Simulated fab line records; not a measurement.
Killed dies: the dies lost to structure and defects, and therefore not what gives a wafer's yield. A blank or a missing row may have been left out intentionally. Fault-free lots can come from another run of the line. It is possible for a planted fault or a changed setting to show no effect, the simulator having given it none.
fab line records ; flow n5Finfet
[record] lots = 7; wafers = 21
route steps=1938 shown BEOL_M7@1267 BEOL_M8@1377 BEOL_M9@1407 BEOL_M10@1470
startH: the number of hours between the record's first day and the start of the first shown wafer of the lot ; waitH: hours since the lot's step before ; " unchanged from the row above ; L1.1+2: a single row standing in for several wafers ; - either no value or no given start ; * or withheld: withheld ; < > ~ a bound
route shown NAME@n: NAME is a module with steps in the file, n the number in the route of the first one ; usual: the fault-free wafers' mean and standard deviation ; same: alike in all rows ; chamber/n: place in a boat ; sites: readings site by site ; _std_site: the values' standard deviation ; _edge_site: the outer-site mean with the inner-site mean subtracted ; radiusMm: for every site, how far away it sits from the centre of the wafer ; mask NAME#n: copy n ; behind: the tool/chamber that last shaped the wafer ; hold: why the lot was held/for how many hours/how that ended ; device: whichever transistor did not switch (one of n, p or np) ; end of line: at the end of the route, the tests of the same wafers ; where a step has no rows: the recipe by itself ; killed: dies that structure and defects cost at the first sort, which is not the same as the wafer's yield ; map: a wafer's dies, marking killed ones x, the rest . and places with no die _
set.NAME: the setting that was run; set.NAME@STEP: the one run at that earlier step ; model.NAME: the simulator's own value behind a step, which no gauge read
lots run with intentionally changed settings; tables by step, rows by wafer
[[steps]]
[step N5_BEOL_M7_HM_DEP_02]
[recipe] material = TiN; targetThkA = 200; tempC = 25; chamberPressurePa = 0.49996
lot.wafer;tool;chamber;startH;waitH;set.targetThkA;model.TiN_of_BEOL_M7_HM_DEP_02.thkNm
L076.1+5;pvdSputter-03;-;200.91;2.2;178.3;18.2
L076.6;pvdSputter-03;-;200.91;2.2;200;20.4
L077.2+6;pvdSputter-02;-;212.92;1.7;200;20
L077.4;pvdSputter-02;-;212.92;1.7;200;19.8
L079.2;pvdSputter-03;-;227.26;1.6;200;20.2
L079.3+4;pvdSputter-03;-;227.26;1.6;220.8;22.4
L085.2;pvdSputter-01;-;274.92;2.1;185.6;18.8
L085.3;pvdSputter-01;-;274.92;2.1;200;20
L085.4;pvdSputter-01;-;274.92;2.1;200;20.2
L088.2+5;pvdSputter-01;-;275.38;1.3;200;20.2
L088.6;pvdSputter-01;-;275.38;1.3;224;22.6
L086.2+6;pvdSputter-03;-;278.98;0.0;200;19.8
L086.4;pvdSputter-03;-;278.98;0.0;200;20
L096.1;pvdSputter-01;-;335.81;1.5;200;20.4
L096.2;pvdSputter-01;-;335.81;1.5;187.6;18.6
L096.4;pvdSputter-01;-;335.81;1.5;200;20
[step N5_BEOL_M7_COAT_59]
[recipe] resist = SOC; tempC = 250; timeS = 60; spinRpm = 1500; resistThkNm = 100
[step N5_BEOL_M7_COAT_60]
[recipe] resist = SiARC; tempC = 220; timeS = 60; spinRpm = 1500; resistThkNm = 35
[step N5_BEOL_M7_STRIP_68]
[recipe] chemistry = N2/H2; tempC = 40; n2FlowSccm = 200; h2FlowSccm = 200; rfFrequencyHz = 6e+07
[step N5_BEOL_M7_STRIP_67]
[recipe] chemistry = CF4; resist = SiARC; powerW = 300; biasPowerW = 75; pressureMtorr = 50; cf4FlowSccm = 150; rfFrequencyHz = 6e+07
[step N5_BEOL_M7_HM_OPEN_17]
[recipe] chemistry = Cl2/BCl3; targetDepthA = 200; overetchA = 60; target = TiN; maskMaterial = SOC; ionEnergyEv = 150; pressureMtorr = 10; icpW = 1000; biasW = 126; Cl2_flow_sccm = 53.25; bcl3FlowSccm = 21.75; Ar_flow_sccm = 25
lot.wafer;tool;chamber;startH;waitH;set.targetThkA@BEOL_M7_HM_DEP_02;model.etch.depthNm
L076.1;rieMetal-02;0;201.94;0.0;178.3;18.18
L076.5;rieMetal-02;0;201.94;0.0;178.3;18.16
L076.6;rieMetal-02;0;201.94;0.0;200;20.38
L077.2;rieMetal-02;0;213.79;0.0;200;19.95
L077.4;rieMetal-02;1;213.79;0.0;200;19.83
L077.6;rieMetal-02;1;213.79;0.0;200;19.99
L079.2;rieMetal-03;0;228.41;0.0;200;20.14
L079.3;rieMetal-03;0;228.41;0.0;220.8;22.37
L079.4;rieMetal-03;1;228.41;0.0;220.8;22.48
L085.2;rieMetal-03;1;275.76;0.0;185.6;18.75
L085.3;rieMetal-03;1;275.76;0.0;200;19.95
L085.4;rieMetal-03;0;275.76;0.0;200;20.23
L088.2;rieMetal-03;0;276.32;0.0;200;20.2
L088.5;rieMetal-03;0;276.32;0.0;200;20.18
L088.6;rieMetal-03;1;276.32;0.0;224;22.56
L086.2;rieMetal-02;1;279.93;0.0;200;19.83
L086.4;rieMetal-02;0;279.93;0.0;200;19.92
L086.6;rieMetal-02;0;279.93;0.0;200;19.73
L096.1;rieMetal-03;1;336.67;0.0;200;20.42
L096.2;rieMetal-03;0;336.67;0.0;187.6;18.64
L096.4;rieMetal-03;1;336.67;0.0;200;20
[step N5_BEOL_M8_TRENCH_ETCH_37]
[recipe] chemistry = C4F6/O2; targetDepthA = 934.78; target = SiCOH_lowk; timeS = 31.2; ionEnergyEv = 250; pressureMtorr = 30; sourceW = 345; biasW = 185; Ar_flow_sccm = 300; C4F6_flow_sccm = 10; O2_flow_sccm = 10
lot.wafer;tool;chamber;startH;waitH;set.timeS;model.etch.depthNm;model.BEOL_M8.featureDepthNm
L076.1;rieDiel-06;2;-;-;33.69;101.9;101.8
L076.5;rieDiel-06;2;-;-;31.2;93.81;93.8
L076.6;rieDiel-06;3;-;-;31.2;93.32;93.4
L077.2;rieDiel-03;1;-;-;26.74;80.7;80.8
L077.4;rieDiel-03;0;-;-;31.2;94.23;94.2
L077.6;rieDiel-03;0;-;-;31.2;94.22;94.2
L079.2;rieDiel-02;3;-;-;31.2;93.55;93.6
L079.3;rieDiel-02;0;-;-;31.2;89.13;89.2
L079.4;rieDiel-02;2;-;-;25.32;76.26;76.2
L088.2;rieDiel-03;3;-;-;37.27;109.7;109.6
L088.5;rieDiel-03;3;-;-;31.2;91.41;91.4
L088.6;rieDiel-03;1;-;-;37.27;111.1;111
L085.2;rieDiel-06;3;-;-;37.83;113.2;113.2
L085.3;rieDiel-06;1;-;-;37.83;110.6;110.6
L085.4;rieDiel-06;1;-;-;37.83;110.7;110.6
L086.2;rieDiel-03;1;-;-;31.2;93.99;94
L086.4;rieDiel-03;0;-;-;31.2;93.77;93.8
L086.6;rieDiel-03;3;-;-;31.2;92.08;92
L096.1;rieDiel-03;0;-;-;26.41;79.48;79.4
L096.2;rieDiel-03;2;-;-;31.2;92.2;92.2
L096.4;rieDiel-03;2;-;-;31.2;92.08;92
[step N5_BEOL_M8_ETCH_41]
[recipe] chemistry = CH3F/O2; target = SiCN; targetDepthA = 319; taperDeg = 2; timeS = 57.8; ionEnergyEv = 120; maskMaterial = TiN; pressureMtorr = 30; sourceW = 395; biasW = 75; Ar_flow_sccm = 150; CH3F_flow_sccm = 30; O2_flow_sccm = 20
[step N5_BEOL_M8_STRIP_80]
[recipe] chemistry = N2/H2; timeS = 10; powerW = 450; tempC = 40; pressureMtorr = 20; rfFrequencyHz = 6e+07; biasPowerW = 7; n2FlowSccm = 200; h2FlowSccm = 200
[step N5_BEOL_M8_OCD_MEAS_38]
[usual] trenchDepthNm = 93.1/1.5
lot.wafer;tool;chamber;startH;waitH;set.timeS@BEOL_M8_TRENCH_ETCH_37;trenchDepthNm
L076.1;ocd-02;-;214.74;-;33.69;102.1
L076.5;ocd-02;-;214.74;-;31.2;94.5
L076.6;ocd-02;-;214.74;-;31.2;93.1
L077.2;ocd-01;-;224.26;-;26.74;80.7
L077.4;ocd-01;-;224.26;-;31.2;94.0
L077.6;ocd-01;-;224.26;-;31.2;94.4
L079.2;ocd-01;-;236.75;-;31.2;93.7
L079.3;ocd-01;-;236.75;-;31.2;89.2
L079.4;ocd-01;-;236.75;-;25.32;76.0
L088.2;ocd-01;-;286.00;-;37.27;109.6
L088.5;ocd-01;-;286.00;-;31.2;91.8
L088.6;ocd-01;-;286.00;-;37.27;111.3
L085.2;ocd-01;-;286.07;-;37.83;113.4
L085.3;ocd-01;-;286.07;-;37.83;110.7
L085.4;ocd-01;-;286.07;-;37.83;110.7
L086.2;ocd-01;-;287.53;-;31.2;94.1
L086.4;ocd-01;-;287.53;-;31.2;93.6
L086.6;ocd-01;-;287.53;-;31.2;91.8
L096.1;ocd-02;-;344.80;-;26.41;79.4
L096.2;ocd-02;-;344.80;-;31.2;91.8
L096.4;ocd-02;-;344.80;-;31.2;92.0
[step N5_BEOL_M8_HM_STRIP_39]
[recipe] chemistry = peroxideTinStrip; material = TiN; targetDepthA = 250; tempC = 50; timeS = 158
[step N5_BEOL_M8_SRD_40]
[recipe] timeS = 30; tempC = 23; rinseLiquid = diw; dry = ipaMarangoni
[step N5_BEOL_M8_ECD_50]
[recipe] material = Cu; targetThkA = 3000
[step N5_BEOL_M8_ANNEAL_51]
[recipe] tempC = 225; timeS = 90; ambient = N2
[step N5_BEOL_M8_CMP_52]
[recipe] stopOn = SiCOH_lowk; tOverpolishS = 6.9; downForcePsi = 1; platenRpm = 50; clearingPlatenDownForcePsi = 1.5; clearingPlatenRpm = 50; postCmpClean = cuAlkaline; targetThkNm = 80; clearingPlatenPadVelocityMS = 0.99484; padVelocityMS = 0.99484
lot.wafer;tool;chamber;startH;waitH;set.timeS@BEOL_M8_TRENCH_ETCH_37;model.Cu_of_BEOL_M8_ECD_50.thkNm
L076.1;cmp-02;1;216.89;0.3;33.69;87.6
L076.5;cmp-02;0;216.89;0.3;31.2;79.8
L076.6;cmp-02;1;216.89;0.3;31.2;80.6
L077.4;cmp-02;3;227.68;0.2;31.2;81.4
L077.2;cmp-02;0;227.68;0.2;26.74;70.6
L077.6;cmp-02;1;227.68;0.2;31.2;82.2
L079.2;cmp-03;0;239.53;0.2;31.2;80.4
L079.3;cmp-03;1;239.53;0.2;31.2;78.2
L079.4;cmp-03;2;239.53;0.2;25.32;63
L088.2;cmp-03;1;288.72;0.3;37.27;96
L088.5;cmp-03;3;288.72;0.3;31.2;76.8
L088.6;cmp-03;0;288.72;0.3;37.27;97.2
L085.4;cmp-01;1;288.98;0.1;37.83;97.6
L085.3;cmp-01;2;288.98;0.1;37.83;95.8
L085.2;cmp-01;3;288.98;0.1;37.83;101.4
L086.4;cmp-02;1;291.22;0.2;31.2;80.8
L086.2;cmp-02;2;291.22;0.2;31.2;82.6
L086.6;cmp-02;1;291.22;0.2;31.2;79.4
L096.1;cmp-02;1;346.83;0.3;26.41;66
L096.2;cmp-02;2;346.83;0.3;31.2;79.8
L096.4;cmp-02;3;346.83;0.3;31.2;78
[step N5_BEOL_M8_THK_MEAS_53]
[recipe] thkMeasGauge = xrf; reads = Cu_of_BEOL_M8_ECD_50
[usual] M8_THK = 79.4/1.8
lot.wafer;tool;chamber;startH;waitH;set.timeS@BEOL_M8_TRENCH_ETCH_37;M8_THK[nm]
L076.1;filmMetro-01;-;217.14;-;33.69;85.9
L076.5;filmMetro-01;-;217.14;-;31.2;78.4
L076.6;filmMetro-01;-;217.14;-;31.2;79.1
L077.2;filmMetro-02;-;227.90;-;26.74;70.8
L077.4;filmMetro-02;-;227.90;-;31.2;81.4
L077.6;filmMetro-02;-;227.90;-;31.2;82.3
L079.2;filmMetro-02;-;239.79;-;31.2;80.6
L079.3;filmMetro-02;-;239.79;-;31.2;78.2
L079.4;filmMetro-02;-;239.79;-;25.32;62.9
L088.2;filmMetro-02;-;288.94;-;37.27;95.9
L088.5;filmMetro-02;-;288.94;-;31.2;77.0
L088.6;filmMetro-02;-;288.94;-;37.27;97.2
L085.2;filmMetro-01;-;289.28;-;37.83;99.0
L085.3;filmMetro-01;-;289.28;-;37.83;93.5
L085.4;filmMetro-01;-;289.28;-;37.83;95.6
L086.2;filmMetro-01;-;291.48;-;31.2;81.5
L086.4;filmMetro-01;-;291.48;-;31.2;79.9
L086.6;filmMetro-01;-;291.48;-;31.2;78.4
L096.1;filmMetro-02;-;347.08;-;26.41;65.8
L096.2;filmMetro-02;-;347.08;-;31.2;79.3
L096.4;filmMetro-02;-;347.08;-;31.2;77.6
[step N5_BEOL_M8_PRE_CLEAN_55]
[recipe] gas = NH3; timeS = 15; tempC = withheld; rfPowerW = 300
[step N5_BEOL_M8_DEP_56]
[recipe] material = SiCN; targetThkA = 100; tempC = withheld; precursor = 3MS/NH3; pressureTorr = 3; rfW = 202; timeS = 17.5
[step N5_BEOL_M8_RS_MEAS_57]
[recipe] thkMeasGauge = four-point-probe; reads = Cu_of_BEOL_M8_ECD_50+Co_of_BEOL_M8_CVD_78+TaN_of_BEOL_M8_ALD_77
[usual] M8_RS = 0.287/0.0071
lot.wafer;tool;chamber;startH;waitH;set.timeS@BEOL_M8_TRENCH_ETCH_37;M8_RS[ohm/sq]
L076.1;filmMetro-01;-;217.30;0.1;33.69;0.257
L076.5;filmMetro-01;-;217.30;0.1;31.2;0.286
L076.6;filmMetro-01;-;217.30;0.1;31.2;0.284
L077.2;filmMetro-02;-;228.06;0.1;26.74;0.332
L077.4;filmMetro-02;-;228.06;0.1;31.2;0.281
L077.6;filmMetro-02;-;228.06;0.1;31.2;0.278
L079.2;filmMetro-01;-;239.92;0.1;31.2;0.284
L079.3;filmMetro-01;-;239.92;0.1;31.2;0.294
L079.4;filmMetro-01;-;239.92;0.1;25.32;0.381
L088.2;filmMetro-01;-;289.20;0.1;37.27;0.231
L088.5;filmMetro-01;-;289.20;0.1;31.2;0.300
L088.6;filmMetro-01;-;289.20;0.1;37.27;0.228
L085.2;filmMetro-01;-;289.41;0.1;37.83;0.217
L085.3;filmMetro-01;-;289.41;0.1;37.83;0.232
L085.4;filmMetro-01;-;289.41;0.1;37.83;0.227
L086.2;filmMetro-02;-;291.61;0.1;31.2;0.276
L086.4;filmMetro-02;-;291.61;0.1;31.2;0.283
L086.6;filmMetro-02;-;291.61;0.1;31.2;0.289
L096.1;filmMetro-01;-;347.21;0.1;26.41;0.359
L096.2;filmMetro-01;-;347.21;0.1;31.2;0.287
L096.4;filmMetro-01;-;347.21;0.1;31.2;0.295
[step N5_BEOL_M9_COAT_60]
[recipe] resist = SiARC; tempC = 220; timeS = 60; spinRpm = 1500; resistThkNm = 30
lot.wafer;tool;chamber;startH;waitH;set.spinRpm;model.SiARC_of_BEOL_M9_COAT_60.thkNm
L076.1+5;lithoTrack-03;0;-;-;1500;30.2
L076.6;lithoTrack-03;0;-;-;1613;29
L077.2+6;lithoTrack-04;0;-;-;1500;30
L077.4;lithoTrack-04;0;-;-;1586;29.2
L079.2;lithoTrack-02;0;-;-;1500;30.2
L079.3;lithoTrack-02;0;-;-;1577;29.4
L079.4;lithoTrack-02;0;-;-;1500;30
L088.2;lithoTrack-04;0;-;-;1500;30
L088.5+6;lithoTrack-04;0;-;-;1436;30.6
L085.2+3;lithoTrack-03;0;-;-;1446;30.6
L085.4;lithoTrack-03;0;-;-;1500;30
L086.2+4;lithoTrack-02;0;-;-;1500;30
L086.6;lithoTrack-02;0;-;-;1500;30.2
L096.1+2;lithoTrack-04;0;-;-;1353;31.6
L096.4;lithoTrack-04;0;-;-;1500;30
[step N5_BEOL_M9_COAT_05]
[recipe] resist = CAR-ArF; spinRpm = 1500; resistThkNm = 90
[step N5_BEOL_M9_EBR_07]
[recipe] solvent = PGMEA; ebrWidthMm = 1.5
[step N5_BEOL_M9_DESCUM_16]
[recipe] chemistry = O2; timeS = 7.9; sourcePowerW = 50; biasPowerW = 20; pressureMtorr = 20; rfFrequencyHz = 2.712e+07; tempC = 40; resist = CAR-ArF; o2FlowSccm = 225
[step N5_BEOL_M9_ETCH_61]
[recipe] chemistry = CF4; target = SiARC; targetDepthA = 390; maskMaterial = CAR-ArF; timeS = 65; ionEnergyEv = 80; pressureMtorr = 40; sourceW = 545; biasW = 36; Ar_flow_sccm = 100; cf4FlowSccm = 100; ends = cleared
lot.wafer;tool;chamber;startH;waitH;set.spinRpm@BEOL_M9_COAT_60;model.CAR-ArF_of_BEOL_M9_COAT_05.thkNm;model.etch.depthNm
L076.1;rieDiel-04;0;219.60;0.0;1500;55.6;30.14
L076.5;rieDiel-04;3;219.60;0.0;1500;55.6;30.12
L076.6;rieDiel-04;0;219.60;0.0;1613;56.4;29.02
L077.2;rieDiel-04;1;230.72;0.0;1500;55.4;30
L077.4;rieDiel-04;2;230.72;0.0;1586;56;29.18
L077.6;rieDiel-04;0;230.72;0.0;1500;55.4;29.97
L079.2;rieDiel-01;3;242.75;0.0;1500;55.6;30.17
L079.3;rieDiel-01;2;242.75;0.0;1577;56.4;29.31
L079.4;rieDiel-01;1;242.75;0.0;1500;56;30.06
L088.2;rieDiel-05;1;293.03;0.0;1500;55.4;29.93
L088.5;rieDiel-05;0;293.03;0.0;1436;55.2;30.57
L088.6;rieDiel-05;2;293.03;0.0;1436;55;30.54
L085.2;rieDiel-05;1;293.29;0.0;1446;55.2;30.58
L085.3;rieDiel-05;0;293.29;0.0;1446;55.6;30.57
L085.4;rieDiel-05;1;293.29;0.0;1500;55.6;30.08
L086.2;rieDiel-01;3;293.59;0.0;1500;56;29.96
L086.4;rieDiel-01;2;293.59;0.0;1500;55.4;30.06
L086.6;rieDiel-01;1;293.59;0.0;1500;55.8;30.13
L096.1;rieDiel-01;1;351.08;0.0;1353;53.6;31.51
L096.2;rieDiel-01;3;351.08;0.0;1353;54;31.59
L096.4;rieDiel-01;0;351.08;0.0;1500;55;29.97
[step N5_BEOL_M9_ETCH_62]
[recipe] chemistry = N2/H2; target = SOC; targetDepthA = 1100; overetchA = 220; maskMaterial = SiARC; tempC = 40; timeS = 165; ionEnergyEv = 200; pressureMtorr = 30; sourceW = 840; biasW = 150; n2FlowSccm = 200; h2FlowSccm = 200
lot.wafer;tool;chamber;startH;waitH;set.spinRpm@BEOL_M9_COAT_60;model.SiARC_of_BEOL_M9_COAT_60.thkNm
L076.1;rieDiel-04;0;219.65;0.0;1500;23.6
L076.5;rieDiel-04;3;219.65;0.0;1500;23.4
L076.6;rieDiel-04;0;219.65;0.0;1613;22.4
L077.2+6;rieDiel-04;1,0;230.77;0.0;1500;23.4
L077.4;rieDiel-04;2;230.77;0.0;1586;22.6
L079.2+4;rieDiel-01;3,1;242.80;0.0;1500;23.8
L079.3;rieDiel-01;2;242.80;0.0;1577;23
L088.2;rieDiel-05;1;293.08;0.0;1500;23.4
L088.5;rieDiel-05;0;293.08;0.0;1436;24.4
L088.6;rieDiel-05;2;293.08;0.0;1436;23.8
L085.2;rieDiel-05;1;293.34;0.0;1446;24.2
L085.3;rieDiel-05;0;293.34;0.0;1446;24.4
L085.4;rieDiel-05;1;293.34;0.0;1500;23.6
L086.2;rieDiel-01;3;293.64;0.0;1500;23.6
L086.4+6;rieDiel-01;2,1;293.64;0.0;1500;23.8
L096.1;rieDiel-01;1;351.13;0.0;1353;25.4
L096.2;rieDiel-01;3;351.13;0.0;1353;25.2
L096.4;rieDiel-01;0;351.13;0.0;1500;23.4
[step N5_BEOL_M10_ILD_DEP_00]
[recipe] material = SiCOH_lowk; targetThkA = 3085.1; tempC = 300; precursor = DEMS/porogen; pressureTorr = 5; rfW = 500; timeS = 58
lot.wafer;tool;chamber;startH;waitH;set.timeS;model.SiCOH_lowk_of_BEOL_M10_ILD_DEP_00.thkNm
L076.1;pecvd-02;1;224.46;0.0;65.44;352
L076.5;pecvd-02;1;224.46;0.0;58;315.8
L076.6;pecvd-02;0;224.46;0.0;65.44;354.6
L077.2;pecvd-04;0;237.47;0.0;58;304.2
L077.4;pecvd-04;0;237.47;0.0;58;309.4
L077.6;pecvd-04;0;237.47;0.0;58;308.6
L079.2;pecvd-04;0;247.83;0.0;58;304
L079.3;pecvd-04;1;247.83;0.0;58;308.6
L079.4;pecvd-04;0;247.83;0.0;58;311.2
L085.2;pecvd-02;0;298.81;0.0;58;307.2
L085.3;pecvd-02;2;298.81;0.0;62.12;331.4
L085.4;pecvd-02;0;298.81;0.0;62.12;334
L086.2;pecvd-01;0;299.22;0.0;58;302.6
L086.4;pecvd-01;2;299.22;0.0;58;304
L086.6;pecvd-01;0;299.22;0.0;58;308.2
L088.2+6;pecvd-02;2;299.69;0.0;58;301.6
L088.5;pecvd-02;0;299.69;0.0;58;305.2
L096.1;pecvd-02;2;355.92;0.0;58;303.8
L096.2;pecvd-02;0;355.92;0.0;58;309.4
L096.4;pecvd-02;1;355.92;0.0;58;315.8
[step N5_BEOL_M10_CURE_71]
[recipe] tempC = 385; timeS = 240; ambient = He/Ar; material = SiCOH_lowk
lot.wafer;tool;chamber;startH;waitH;set.timeS@BEOL_M10_ILD_DEP_00;model.SiCOH_lowk_of_BEOL_M10_ILD_DEP_00.thkNm
L076.1;uvCure-02;0;224.73;0.2;65.44;306.6
L076.5;uvCure-02;0;224.73;0.2;58;274.4
L076.6;uvCure-02;0;224.73;0.2;65.44;308.8
L077.2;uvCure-01;0;237.86;0.4;58;264.2
L077.4;uvCure-01;0;237.86;0.4;58;268.8
L077.6;uvCure-01;0;237.86;0.4;58;268
L079.2;uvCure-02;2;248.30;0.4;58;264
L079.3;uvCure-02;2;248.30;0.4;58;268
L079.4;uvCure-02;2;248.30;0.4;58;270.4
L085.2;uvCure-01;2;299.30;0.5;58;266.8
L085.3;uvCure-01;2;299.30;0.5;62.12;288.4
L085.4;uvCure-01;2;299.30;0.5;62.12;290.6
L086.2;uvCure-02;1;299.37;0.1;58;262.8
L086.4;uvCure-02;1;299.37;0.1;58;264
L086.6;uvCure-02;1;299.37;0.1;58;267.6
L088.2;uvCure-02;1;300.33;0.6;58;261.8
L088.5;uvCure-02;1;300.33;0.6;58;265
L088.6;uvCure-02;1;300.33;0.6;58;262
L096.1;uvCure-02;1;356.00;0.0;58;264
L096.2;uvCure-02;1;356.00;0.0;58;268.8
L096.4;uvCure-02;1;356.00;0.0;58;274.4
[step N5_BEOL_M10_THK_MEAS_01]
[recipe] reads = SiCOH_lowk_of_BEOL_M10_ILD_DEP_00
[usual] M10_ILD_THK = 267/3.6
lot.wafer;tool;chamber;startH;waitH;set.timeS@BEOL_M10_ILD_DEP_00;M10_ILD_THK[nm]
L076.1;filmMetro-02;-;225.24;0.4;65.44;307
L076.5;filmMetro-02;-;225.24;0.4;58;274
L076.6;filmMetro-02;-;225.24;0.4;65.44;309
L077.2;filmMetro-02;-;238.69;0.7;58;264
L077.4;filmMetro-02;-;238.69;0.7;58;269
L077.6;filmMetro-02;-;238.69;0.7;58;268
L079.2;filmMetro-01;-;248.73;0.4;58;264
L079.3;filmMetro-01;-;248.73;0.4;58;268
L079.4;filmMetro-01;-;248.73;0.4;58;270
L086.2;filmMetro-02;-;299.81;0.4;58;263
L086.4;filmMetro-02;-;299.81;0.4;58;264
L086.6;filmMetro-02;-;299.81;0.4;58;267
L085.2;filmMetro-02;-;300.13;0.7;58;267
L085.3;filmMetro-02;-;300.13;0.7;62.12;288
L085.4;filmMetro-02;-;300.13;0.7;62.12;290
L088.2;filmMetro-02;-;300.77;0.4;58;262
L088.5;filmMetro-02;-;300.77;0.4;58;265
L088.6;filmMetro-02;-;300.77;0.4;58;262
L096.1;filmMetro-01;-;356.51;0.4;58;264
L096.2;filmMetro-01;-;356.51;0.4;58;269
L096.4;filmMetro-01;-;356.51;0.4;58;275
[[key]]
[split] step = N5_BEOL_M7_HM_DEP_02; setting = targetThkA; stated = 200; by = wafer
[response] step = N5_BEOL_M7_HM_DEP_02; reading = model.TiN_of_BEOL_M7_HM_DEP_02.thkNm; change = +0.206; per = 1%; r = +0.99
[response] step = N5_BEOL_M7_HM_OPEN_17; reading = model.etch.depthNm; change = +0.208; per = 1%; r = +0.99
[split] step = N5_BEOL_M8_TRENCH_ETCH_37; setting = timeS; stated = 31.2; by = wafer
[response] step = N5_BEOL_M8_TRENCH_ETCH_37; reading = model.etch.depthNm; change = +0.895; per = 1%; r = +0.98
[response] step = N5_BEOL_M8_TRENCH_ETCH_37; reading = model.BEOL_M8.featureDepthNm; change = +0.894; per = 1%; r = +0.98
[response] step = N5_BEOL_M8_OCD_MEAS_38; reading = trenchDepthNm; change = +0.892; per = 1%; r = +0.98
[response] step = N5_BEOL_M8_CMP_52; reading = model.Cu_of_BEOL_M8_ECD_50.thkNm; change = +0.897; per = 1%; r = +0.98
[response] step = N5_BEOL_M8_THK_MEAS_53; reading = M8_THK; change = +0.891; per = 1%; r = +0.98
[response] step = N5_BEOL_M8_RS_MEAS_57; reading = M8_RS; change = -0.00413; per = 1%; r = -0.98
[split] step = N5_BEOL_M9_COAT_60; setting = spinRpm; stated = 1500; by = wafer
[response] step = N5_BEOL_M9_COAT_60; reading = model.SiARC_of_BEOL_M9_COAT_60.thkNm; change = -0.155; per = 1%; r = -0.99
[response] step = N5_BEOL_M9_ETCH_61; reading = model.CAR-ArF_of_BEOL_M9_COAT_05.thkNm; change = +0.108; per = 1%; r = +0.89
[response] step = N5_BEOL_M9_ETCH_61; reading = model.etch.depthNm; change = -0.152; per = 1%; r = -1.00
[response] step = N5_BEOL_M9_ETCH_62; reading = model.SiARC_of_BEOL_M9_COAT_60.thkNm; change = -0.169; per = 1%; r = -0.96
[split] step = N5_BEOL_M10_ILD_DEP_00; setting = timeS; stated = 58; by = wafer
[response] step = N5_BEOL_M10_ILD_DEP_00; reading = model.SiCOH_lowk_of_BEOL_M10_ILD_DEP_00.thkNm; change = +3.08; per = 1%; r = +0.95
[response] step = N5_BEOL_M10_CURE_71; reading = model.SiCOH_lowk_of_BEOL_M10_ILD_DEP_00.thkNm; change = +2.74; per = 1%; r = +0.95
[response] step = N5_BEOL_M10_THK_MEAS_01; reading = M10_ILD_THK; change = +2.74; per = 1%; r = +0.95
